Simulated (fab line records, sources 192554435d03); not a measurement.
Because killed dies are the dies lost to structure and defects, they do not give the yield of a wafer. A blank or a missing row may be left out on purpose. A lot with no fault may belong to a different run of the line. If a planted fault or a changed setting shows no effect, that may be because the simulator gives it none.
fab line records	flow n5_finfet
record: lots: 5	wafers: 15	last_day: 18
route steps=1938 shown MOL_CONTACT_COAG@520 BEOL_M4@1111 PASSIVATION@1936
lots that met no fault: taken from a fault-free run of the same line
start_h: the number of hours between the record's first day and the start of the first shown wafer of the lot	wait_h: hours since the lot's step before	" the same as in the row above	L1.1+2: one row covering several wafers at once	- either no value or no given start	* or withheld: withheld	< > ~ a bound
route shown NAME@n: NAME is a module with steps in the file, n the number in the route of the first one	usual: mean/standard deviation of fault-free wafers	same: alike in all rows	chamber/n: place in a boat	sites: the reading at each site	_std_site: the values' standard deviation	_edge_site: the outer-site mean with the inner-site mean subtracted	radius_mm: how far each site lies from the wafer's centre	mask NAME#n: copy n	behind: tool/chamber where the wafer was last shaped	hold: the reason the lot was held/the length of the hold in hours/how it ended	device: which transistor (n, p or np) failed to switch	end of line: tests run on the same wafers once the route is complete	a step with no rows: only its recipe	killed: dies lost to structure and defects at the first sort, not the wafer's yield	map: a wafer's dies, x killed, . not, _ none there
set.NAME: the setting the step ran with; set.NAME@STEP: the setting that earlier step ran with	model.NAME: the simulator's own value behind a step, which no gauge read
certain route steps with their lots: each step a table, each wafer a row
services: when a tool's chamber went out of use (start_h, in hours from the record's first day, below 0 if earlier), for how many hours, and the reason
== steps ==
step: N5_MOL_CONTACT_COAG_COAT_02
recipe: resist: CAR-EUV	spin_rpm: 1500	resist_thk_nm: 30
step: N5_MOL_CONTACT_COAG_EBR_04
recipe: solvent: PGMEA	ebr_width_mm: 1.5
step: N5_MOL_CONTACT_COAG_SOFTBAKE_03
recipe: temp_c: 110	time_s: 60	resist: CAR-EUV
step: N5_MOL_CONTACT_COAG_EXPOSE_05
recipe: mask_id: CA	na: 0.33	source_shape: annular	sigma_inner: 0.4	sigma_outer: 0.8	polarization: unpolarized	defocus_nm: 0	dose_mj: 38.25
step: N5_MOL_CONTACT_COAG_PEB_06
recipe: peb_temp_c: 100	peb_time_s: 60	resist: CAR-EUV
step: N5_MOL_CONTACT_COAG_DEVELOP_07
recipe: develop_time_s: 30	developer: TMAH	resist: CAR-EUV	rinse_liquid: surfactant_rinse	dry: air_spin	dev_temp_c: 23
step: N5_MOL_CONTACT_COAG_DESCUM_13
recipe: chemistry: O2	time_s: 7	source_power_w: 50	bias_power_w: 20	pressure_mtorr: 20	rf_frequency_hz: 2.712e+07	temp_c: 40	resist: CAR-EUV	o2_flow_sccm: 225
step: N5_MOL_CONTACT_COAG_ETCH_59
recipe: chemistry: N2/H2	target: underlayer	target_depth_a: 130	mask_material: CAR-EUV	time_s: 10.4	ion_energy_ev: 200	pressure_mtorr: 30	source_w: 840	bias_w: 150	n2_flow_sccm: 200	h2_flow_sccm: 200	ends: cleared
step: N5_MOL_CONTACT_COAG_ETCH_105
recipe: chemistry: CF4	target: SiARC	target_depth_a: 156	mask_material: CAR-EUV	time_s: 26	ion_energy_ev: 80	pressure_mtorr: 40	source_w: 545	bias_w: 36	Ar_flow_sccm: 100	cf4_flow_sccm: 100	ends: cleared
step: N5_MOL_CONTACT_COAG_ETCH_106
recipe: chemistry: N2/H2	target: SOC	target_depth_a: 800	overetch_a: 160	mask_material: SiARC	temp_c: 40	time_s: 120	ion_energy_ev: 200	pressure_mtorr: 30	source_w: 840	bias_w: 150	n2_flow_sccm: 200	h2_flow_sccm: 200
usual: drypump_motor_current_A: 5.7/0.48	oes_product_au: 0.68/0.065	rf_fwd_power_W: 835.7/2.8	rf_vpp_V: 523.6/2.6	showerhead_plenum_p_Torr: 2.54/0.087	throttle_valve_pct: 17.97/0.21
lot.wafer	tool	chamber	start_h	wait_h	drypump_motor_current_A	oes_product_au	rf_fwd_power_W	rf_hours_counter_h	rf_vpp_V	showerhead_plenum_p_Torr	throttle_valve_pct	model.SiARC_of_MOL_CONTACT_COAG_COAT_104.thk_nm	model.MOL_CONTACT_COAG.cd_offset_nm
L811.1	rie_diel-02	2	94.55	0.0	6.8	0.62	837.1	218	527.3	2.62	18.14	6.4	0
L811.2	"	3	"	"	5.4	0.63	833.7	222	525.8	2.62	18.05	6.6	0
L811.5	"	1	"	"	5.8	0.77	833.8	-	527.7	2.70	18.01	6.4	0
L820.1	rie_diel-02	1	149.00	0.0	5.8	0.75	1037.6	66	490.8	2.69	18.06	5.6	0.6
L820.2	"	3	"	"	5.4	0.62	1033.8	241	490.2	2.61	18.07	5.8	0.8
L820.3	"	0	"	"	5.9	0.59	1039.4	248	485.7	2.50	18.15	5.4	0.6
L823.1	rie_diel-02	2	164.90	0.0	6.8	0.61	1037.9	237	488.9	2.61	18.18	5.6	1
L823.2	"	1	"	"	5.8	0.75	1037.9	71	491.2	2.69	18.05	5.6	0.8
L823.4	"	3	"	"	5.4	0.61	1038.1	-	487.6	2.61	18.09	5.6	0.8
L825.2	rie_diel-02	1	176.89	0.0	5.8	0.75	1035.4	76	490.5	2.69	18.06	5.6	0.4
L825.3	"	2	"	"	6.8	0.61	1040.4	242	490.7	2.61	18.18	5.8	0.8
L825.5	"	1	"	"	5.8	0.74	1036.9	-	490.3	2.69	18.06	5.6	0.4
L833.1	rie_diel-01	1	224.21	0.0	5.2	0.68	835.3	154	521.6	2.44	18.36	6.2	0
L833.2	"	0	"	"	6.3	0.64	836.2	213	523.7	2.51	18.05	6.4	-0.2
L833.3	"	3	"	"	5.7	0.66	834.1	189	526.4	2.64	18.02	6.4	-0.4
step: N5_MOL_CONTACT_COAG_STRIP_107
recipe: chemistry: N2/H2	temp_c: 40	n2_flow_sccm: 200	h2_flow_sccm: 200	rf_frequency_hz: 6e+07
step: N5_MOL_CONTACT_COAG_STRIP_108
recipe: chemistry: N2/H2	temp_c: 40	n2_flow_sccm: 200	h2_flow_sccm: 200	rf_frequency_hz: 6e+07
step: N5_MOL_CONTACT_COAG_CONTACT_ETCH_14
recipe: chemistry: C4F6/O2	target: SiO2	target_depth_a: 275	overetch_a: 85	mask_material: SOC	pressure_mtorr: 30	source_w: 370	bias_w: 185	Ar_flow_sccm: 300	C4F6_flow_sccm: 16	O2_flow_sccm: 10	time_s: 20	ion_energy_ev: 259.6
step: N5_MOL_CONTACT_COAG_STRIP_109
recipe: chemistry: C4F6/O2	resist: SiARC	rf_frequency_hz: 6e+07
step: N5_MOL_CONTACT_COAG_ETCH_15
recipe: chemistry: CH3F/O2	target: SiNx	target_depth_a: 70	mask_material: SOC	stop_on: Si:P	over_etch_frac: 0.75	ion_energy_ev: 120	pressure_mtorr: 30	source_w: 395	bias_w: 73	Ar_flow_sccm: 150	CH3F_flow_sccm: 30	O2_flow_sccm: 20
step: N5_MOL_CONTACT_COAG_ETCH_110
recipe: chemistry: CF4/O2	target: Si	target_depth_a: 25	time_s: 8	pressure_mtorr: 100	source_w: 200	bias_w: 12	ion_energy_ev: 60	Ar_flow_sccm: 100	cf4_flow_sccm: 100	O2_flow_sccm: 10
usual: O2_flow_sccm: 10.01/0.031	drypump_motor_current_A: 5.7/0.48	oes_o_777_au: 0.75/0.072	oes_product_au: 0.75/0.076	rf_fwd_power_W: 198.2/0.76	rf_vpp_V: 128.0/1.4	showerhead_plenum_p_Torr: 2.22/0.071	throttle_valve_pct: 10.91/0.22
lot.wafer	tool	chamber	start_h	wait_h	O2_flow_sccm	drypump_motor_current_A	oes_o_777_au	oes_product_au	rf_fwd_power_W	rf_hours_counter_h	rf_vpp_V	showerhead_plenum_p_Torr	throttle_valve_pct	model.MOL_CONTACT_COAG.cd_offset_nm
L811.1	rie_diel-02	2	94.75	0.0	9.99	6.8	0.71	0.70	198.7	218	125.6	2.29	11.14	0
L811.2	"	3	"	"	10.00	5.4	0.70	0.70	197.3	222	127.8	2.28	11.09	-0.2
L811.5	"	1	"	"	10.01	5.8	0.85	0.88	198.1	-	130.2	2.35	10.76	-0.2
L820.1	rie_diel-02	1	149.19	0.0	10.02	5.7	0.82	0.84	198.2	66	127.5	2.34	10.80	0.4
L820.2	"	3	"	"	10.03	5.4	0.68	0.69	197.2	241	128.0	2.28	11.12	0.8
L820.3	"	0	"	"	10.00	5.8	0.68	0.67	198.7	248	130.5	2.18	11.23	0.6
L823.1	rie_diel-02	2	165.09	0.0	9.98	6.7	0.70	0.68	198.4	237	126.6	2.28	11.21	1
L823.2	"	1	"	"	10.05	5.8	0.83	0.83	198.7	71	127.2	2.34	10.81	0.8
L823.4	"	3	"	"	9.93	5.4	0.67	0.68	196.6	-	129.7	2.28	11.13	0.8
L825.2	rie_diel-02	1	177.08	0.0	9.96	5.8	0.81	0.83	198.7	76	128.0	2.34	10.82	0.4
L825.3	"	2	"	"	9.97	6.8	0.70	0.69	198.2	242	127.0	2.28	11.22	0.8
L825.5	"	1	"	"	9.95	5.8	0.82	0.83	199.0	-	129.3	2.34	10.83	0.4
L833.1	rie_diel-01	1	224.41	0.0	10.02	5.2	0.75	0.76	197.5	154	128.1	2.14	11.07	0
L833.2	"	0	"	"	9.95	6.3	0.71	0.70	198.4	213	126.9	2.21	11.15	-0.2
L833.3	"	3	"	"	10.03	5.7	0.73	0.74	199.0	189	128.5	2.31	11.04	-0.4
step: N5_MOL_CONTACT_COAG_STRIP_98
recipe: chemistry: N2/H2	power_w: 500	temp_c: 40	pressure_mtorr: 50	rf_frequency_hz: 6e+07	overash_fraction: 0.3	bias_power_w: 8	h2_frac: 0.5	n2_flow_sccm: 300	h2_flow_sccm: 300
step: N5_MOL_CONTACT_COAG_CD_MEAS_99
recipe: target_cd_nm: 17.2	polarity: opening
usual: cd_nm: 17.18/0.27
lot.wafer	tool	chamber	start_h	wait_h	cd_nm
L811.1	cd_sem-03	-	94.87	-	16.88
L811.2	"	-	"	"	17.14
L811.5	"	-	"	"	16.74
L820.1	cd_sem-03	-	149.31	-	17.59
L820.2	"	-	"	"	18.11
L820.3	"	-	"	"	18.46
L823.1	cd_sem-01	-	165.21	-	18.37
L823.2	"	-	"	"	17.67
L823.4	"	-	"	"	18.14
L825.2	cd_sem-01	-	177.20	-	17.44
L825.3	"	-	"	"	17.96
L825.5	"	-	"	"	17.50
L833.1	cd_sem-02	-	224.53	-	17.02
L833.2	"	-	"	"	17.35
L833.3	"	-	"	"	16.65
step: N5_MOL_CONTACT_COAG_IMPLANT_129
recipe: species: Ge	energy_kev: 3	dose_cm2: 6e+14	tilt_deg: 0	rotation_deg: 0
step: N5_MOL_CONTACT_COAG_PRECLEAN_111
recipe: chemistry: NF3:NH3	afs_cycles: 1	temp_c: 30	time_s: 20	sublimation_temp_c: 180	sublimation_time_s: 60	pressure_torr: 3	rf_power_w: 30
step: N5_MOL_CONTACT_COAG_TI_SIL_19
recipe: material: Ti	target_thk_a: 42	temp_c: 200	chamber_pressure_pa: 5	power_w: 5000	time_s: 15
step: N5_MOL_CONTACT_COAG_ALD_20
recipe: material: TiN	target_thk_a: 15	temp_c: 400	ald_precursor_family: TiCl4	ald_co_reactant: NH3	pulse_time_s: 1	purge_time_s: 3	co_reactant_purge_time_s: 2	co_reactant_pulse_time_s: 2	ald_cycles: 68	pressure_torr: 3
step: N5_MOL_CONTACT_COAG_SIL_ANNEAL_21
recipe: temp_c: 550	time_s: 60	ambient: N2
step: N5_MOL_CONTACT_COAG_PRE_CLEAN_141
recipe: gas: H2/He	time_s: 60	temp_c: 300
step: N5_MOL_CONTACT_COAG_SPUTTER_143
recipe: material: Co	target_thk_a: 25	temp_c: 25	chamber_pressure_pa: 0.2
step: N5_MOL_CONTACT_COAG_CO_FILL_22
recipe: material: Co	target_thk_a: 200	temp_c: 200	precursor: CCTBA/H2	pressure_torr: 30
step: N5_MOL_CONTACT_COAG_ANNEAL_113
recipe: temp_c: 400	time_s: 300	ambient: H2/N2
step: N5_MOL_CONTACT_COAG_PRE_CLEAN_142
recipe: gas: H2/He	time_s: 60	temp_c: 300
step: N5_MOL_CONTACT_COAG_SPUTTER_130
recipe: material: Co	target_thk_a: 475	temp_c: 25	chamber_pressure_pa: 0.5	power_w: 3000
step: N5_MOL_CONTACT_COAG_PRECLEAN_125
recipe: chemistry: DIW	time_s: 57.5	temp_c: 23
step: N5_MOL_CONTACT_COAG_SRD_126
recipe: dry_time_s: 32	dry: n2_spin	spin_rpm: 1500
step: N5_MOL_CONTACT_COAG_CMP_23
recipe: stop_on: SiO2	t_overpolish_s: 1.5	post_cmp_clean: cu_alkaline	down_force_psi: 2	platen_rpm: 50.289	pad_velocity_m_s: 1.0006	target_thk_nm: 0
step: N5_MOL_CONTACT_COAG_WET_ETCH_26
recipe: target: Co	target_depth_nm: 13
step: N5_MOL_CONTACT_COAG_WET_ETCH_116
recipe: chemistry: SC1-inhibited	target_depth_nm: 4.6	dry: ipa_marangoni	rinse_time_s: 30	rinse_temp_c: 23
step: N5_MOL_CONTACT_COAG_ALD_27
recipe: material: SiOC	target_thk_a: 170	temp_c: 400	ald_precursor_family: carbosiloxane	ald_co_reactant: H2-plasma	pulse_time_s: 1.5	time_s: 2720	purge_time_s: 2	co_reactant_purge_time_s: 2	ald_cycles: 340	pressure_torr: 2
step: N5_MOL_CONTACT_COAG_CMP_28
recipe: stop_on: SiNx	t_overpolish_s: 0.85	post_cmp_clean: alkaline_brush	down_force_psi: 4.15	platen_rpm: 51.8	pad_velocity_m_s: 1.0307	target_thk_nm: 14.522
step: N5_BEOL_M4_RC_MEAS_101
usual: DIBL_N: 35.8/1.4	DIBL_P: 35.8/1.6	IOFF_N: 0.152/0.021	IOFF_P: 0.204/0.027	ION_N: 672/8.7	ION_P: 461/6.2	RC_DENSE_N: 18.97/0.3	RC_DENSE_P: 23.7/0.38	RC_N: 15.45/0.23	RC_P: 19.3/0.31	SS_N: 71.5/0.54	SS_P: 73.1/0.57	VT_N: 250.0/2.5	VT_P: -250.6/2.7
lot.wafer	tool	chamber	start_h	wait_h	DIBL_N[mV/V]	DIBL_P[mV/V]	IOFF_N[nA/um]	IOFF_P[nA/um]	ION_N[uA/um]	ION_P[uA/um]	RC_DENSE_N[ohm.um]	RC_DENSE_P[ohm.um]	RC_N[ohm.um]	RC_P[ohm.um]	SS_N[mV/dec]	SS_P[mV/dec]	VT_N[mV]	VT_P[mV]
L811.1	prober-01	0	192.13	0.0	34.2	35.6	0.135	0.169	677	459	19.04	24.1	15.41	19.2	71.9	72.5	252.0	-255.8
L811.2	"	0	"	"	35.6	37.6	0.158	0.192	685	463	19.14	23.9	15.44	19.6	72.7	73.5	250.6	-253.6
L811.5	"	0	"	"	33.8	35.6	0.136	0.170	679	455	19.28	23.9	15.60	19.5	72.4	72.4	251.7	-253.4
L820.1	prober-01	0	236.14	0.0	35.7	37.1	0.158	0.219	684	465	18.48	23.2	15.02	18.9	71.6	73.6	249.6	-247.2
L820.2	"	0	"	"	33.5	33.6	0.126	0.172	669	456	18.01	22.4	14.80	18.4	71.2	73.2	252.8	-251.3
L820.3	"	0	"	"	35.1	36.5	0.147	0.210	676	464	17.91	22.6	14.72	18.4	71.4	73.7	251.1	-248.5
L823.1	prober-01	0	259.11	0.0	35.5	36.0	0.158	0.193	678	460	17.63	21.9	14.40	17.9	72.0	73.8	250.1	-252.1
L823.2	"	0	"	"	36.7	37.3	0.162	0.207	664	454	18.05	22.5	14.87	18.2	71.8	73.9	251.6	-252.1
L823.4	"	0	"	"	36.9	37.5	0.172	0.209	684	467	18.10	22.2	14.83	18.3	72.8	73.9	248.7	-251.3
L825.2	prober-01	0	269.66	0.2	38.3	36.9	0.174	0.213	683	464	18.30	22.8	14.91	18.6	71.7	73.8	251.5	-252.8
L825.3	"	0	"	"	39.6	38.4	0.219	0.236	690	464	17.89	22.3	14.45	18.1	72.6	74.0	244.3	-249.1
L825.5	"	0	"	"	36.5	35.1	0.154	0.183	672	452	18.33	22.7	14.95	18.6	71.6	73.1	248.2	-254.8
L833.1	prober-01	0	309.44	0.0	36.3	36.1	0.183	0.240	677	469	18.74	23.7	15.58	19.3	71.2	73.5	248.6	-248.9
L833.2	"	0	"	"	34.4	33.9	0.136	0.182	667	460	19.05	23.8	15.50	19.6	71.5	73.2	250.8	-250.1
L833.3	"	0	"	"	36.1	36.1	0.165	0.213	674	467	19.59	24.5	15.99	20.1	71.1	72.9	250.0	-249.5
step: N5_PASSIVATION_PROBE_49
usual: defect_limited_yield: 91.6/1.4	killed_at_M0_to_M3: 33/9.7	killed_at_M4_up: 13/5.4	killed_at_contacts: 13/6.6	killed_at_front_end: 36/11	killed_at_other: 3.9/3	killed_dies: 99/16	killed_open: 66/12	killed_short: 32/7.9	sort_bin_5_function: 4.9/0.9	sort_bin_6_memory: 3.2/0.67	sort_n_pass: 1081/16	sort_yield_pct: 91.6/1.4
same: gross_dies: 1180	killed_at_back_side: 0	sort_bin_4_leakage[%]: 0	sort_bin_8_speed[%]: 0
lot.wafer	tool	chamber	start_h	wait_h	defect_limited_yield[%]	killed_at_M0_to_M3	killed_at_M4_up	killed_at_contacts	killed_at_front_end	killed_at_other	killed_dies	killed_open	killed_short	sort_bin_5_function[%]	sort_bin_6_memory[%]	sort_n_pass	sort_yield_pct[%]
L820.1	prober-01	-	340.55	0.0	89.1	43	17	14	49	6	129	89	40	6.9	3.3	1051	89.1
L820.2	prober-01	-	340.60	0.1	93.0	20	8	17	35	3	83	49	34	3.9	2.6	1097	93.0
L820.3	prober-01	-	340.65	0.1	90.8	38	13	12	41	4	108	68	35	5.3	3.5	1072	90.8
L823.1	prober-02	-	364.86	0.0	93.5	25	6	7	35	4	77	53	23	3.9	2.3	1103	93.5
L823.2	prober-02	-	364.91	0.1	91.9	28	16	15	30	7	96	73	23	5.0	2.9	1084	91.9
L823.4	prober-02	-	365.01	0.2	91.3	26	23	11	35	8	103	65	35	5.0	3.3	1077	91.3
L825.2	prober-01	-	369.33	0.1	90.7	42	16	13	38	1	110	70	40	5.3	3.6	1070	90.7
L825.3	prober-01	-	369.38	0.1	90.6	27	10	23	49	2	111	76	35	5.2	3.7	1069	90.6
L825.5	prober-01	-	369.48	0.2	89.1	34	5	19	69	2	129	72	56	6.8	3.7	1051	89.1
killed by level:class
L820.1 FIN_SAQP:geometric_particle:open=16 MOL_CONTACT_COAG:geometric_particle:open=12 FIN_SAQP:geometric_particle:short=11 BEOL_M4:geometric_particle:open=10 BEOL_M1:geometric_particle:open=9 BEOL_M2:geometric_particle:open=9 BEOL_M0_SAQP:geometric_particle:short=8 DUMMY_GATE:geometric_particle:open=6
L820.2 MOL_CONTACT_COAG:geometric_particle:open=10 MOL_CONTACT_COAG:geometric_particle:short=7 BEOL_M3:geometric_particle:open=7 FIN_SAQP:geometric_particle:short=6 STI_FIN_REVEAL:geometric_particle:open=6 DUMMY_GATE:geometric_particle:open=5 BEOL_M0_SAQP:geometric_particle:open=5 GATE_CUT:geometric_particle:short=5
L820.3 BEOL_M2:geometric_particle:open=12 FIN_SAQP:geometric_particle:short=11 BEOL_M1:geometric_particle:open=11 BEOL_M4:geometric_particle:open=9 MOL_CONTACT_COAG:geometric_particle:open=6 FIN_SAQP:geometric_particle:open=6 DUMMY_GATE:geometric_particle:open=6 MOL_CONTACT_COAG:geometric_particle:short=6
L823.1 FIN_SAQP:geometric_particle:open=13 FIN_SAQP:geometric_particle:short=7 MOL_CONTACT_COAG:geometric_particle:open=7 BEOL_M0_SAQP:geometric_particle:open=7 BEOL_M2:geometric_particle:open=7 STI_FIN_REVEAL:geometric_particle:open=5 BEOL_M0_SAQP:geometric_particle:short=5 BEOL_M1:geometric_particle:short=3
L823.2 MOL_CONTACT_COAG:geometric_particle:open=15 FIN_SAQP:geometric_particle:open=11 BEOL_M2:geometric_particle:open=10 DUMMY_GATE:geometric_particle:open=5 BEOL_M0_SAQP:geometric_particle:short=5 BEOL_M1:geometric_particle:open=5 BEOL_M5:geometric_particle:open=5 MIM_TOP_ETCH:geometric_particle:open=4
L823.4 BEOL_M4:geometric_particle:open=13 FIN_SAQP:geometric_particle:open=8 MOL_CONTACT_COAG:geometric_particle:open=7 BEOL_M4:geometric_particle:short=6 STI_FIN_REVEAL:geometric_particle:open=6 BEOL_M2:geometric_particle:open=6 FIN_SAQP:geometric_particle:short=5 BEOL_M0_SAQP:geometric_particle:open=5
L825.2 FIN_SAQP:geometric_particle:short=14 BEOL_M0_SAQP:geometric_particle:open=11 BEOL_M0_SAQP:geometric_particle:short=10 BEOL_M4:geometric_particle:open=10 FIN_SAQP:geometric_particle:open=9 MOL_CONTACT_COAG:geometric_particle:open=9 STI_FIN_REVEAL:geometric_particle:open=6 BEOL_M1:geometric_particle:open=6
L825.3 MOL_CONTACT_COAG:geometric_particle:open=19 STI_FIN_REVEAL:geometric_particle:open=13 FIN_SAQP:geometric_particle:short=10 BEOL_M4:geometric_particle:open=9 GATE_CUT:geometric_particle:open=7 BEOL_M2:geometric_particle:open=6 BEOL_M0_SAQP:geometric_particle:open=6 FIN_SAQP:geometric_particle:open=5
L825.5 FIN_SAQP:geometric_particle:short=27 MOL_CONTACT_COAG:geometric_particle:open=16 STI_FIN_REVEAL:geometric_particle:open=11 BEOL_M3:geometric_particle:open=8 FIN_SAQP:geometric_particle:open=6 BEOL_M0_SAQP:geometric_particle:short=6 STI_FIN_REVEAL:geometric_particle:short=6 BEOL_M0_SAQP:geometric_particle:open=6
== services ==
tool	chamber	start_h	hours	kind
rie_diel-02	-	82.84	0.6	repair
rie_diel-01	2	94.27	9.5	repair
rie_diel-02	2	123.29	4.0	repair
rie_diel-02	0	163.18	3.9	repair
rie_diel-02	0	167.15	-	clean
rie_diel-02	0	167.15	-	consumable_replace:focus_ring
rie_diel-02	0	167.15	24.5	scheduled_down
rie_diel-02	0	167.15	24.5	vent_cycle
rie_diel-02	3	191.84	-	clean
rie_diel-02	3	191.84	-	consumable_replace:focus_ring
rie_diel-02	3	191.84	25.8	scheduled_down
rie_diel-02	3	191.84	25.8	vent_cycle
rie_diel-02	2	217.75	-	clean
rie_diel-02	2	217.75	-	consumable_replace:focus_ring
rie_diel-02	2	217.75	25.7	scheduled_down
rie_diel-02	2	217.75	25.7	vent_cycle
== key ==
first_sign: step: N5_MOL_CONTACT_COAG_ETCH_106	reading: rf_fwd_power_W	direction: up	sigmas: 72	usual: *	struck: *
effect: step: N5_MOL_CONTACT_COAG_ETCH_106	reading: rf_vpp_V	direction: down	sigmas: 13	usual: 523.6	struck: 489.5
effect: step: N5_MOL_CONTACT_COAG_CD_MEAS_99	reading: cd_nm	direction: up	sigmas: 2.8	usual: 17.18	struck: 17.91
effect: step: N5_BEOL_M4_RC_MEAS_101	reading: RC_P	direction: down	sigmas: 3.2	usual: 19.3	struck: 18.4
effect: step: N5_BEOL_M4_RC_MEAS_101	reading: RC_DENSE_P	direction: down	sigmas: 3.1	usual: 23.7	struck: 22.5
effect: step: N5_BEOL_M4_RC_MEAS_101	reading: RC_DENSE_N	direction: down	sigmas: 3	usual: 18.97	struck: 18.08
effect: step: N5_BEOL_M4_RC_MEAS_101	reading: RC_N	direction: down	sigmas: 3	usual: 15.45	struck: 14.77
model_effect: step: N5_MOL_CONTACT_COAG_ETCH_106	value: SiARC_of_MOL_CONTACT_COAG_COAT_104.thk_nm	without: 6.333	struck: 5.622
model_effect: step: N5_MOL_CONTACT_COAG_ETCH_110	value: MOL_CONTACT_COAG.cd_offset_nm	without: 0.1333	struck: 0.6667
met_at N5_MOL_CONTACT_COAG_ETCH_106
struck_wafers L820.1,L820.2,L820.3,L823.1,L823.2,L823.4,L825.2,L825.3,L825.5
onset_between 94.55 149.00
fault: kind: process_parameter_drift	tool: rie_diel-02	chamber: -	onset_h: 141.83	steps: N5_MOL_CONTACT_COAG_ETCH_106	channel: source_w	offset: 201.6	shape: step	end_h: 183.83	acts_in: these_recipes_only	stated: 840
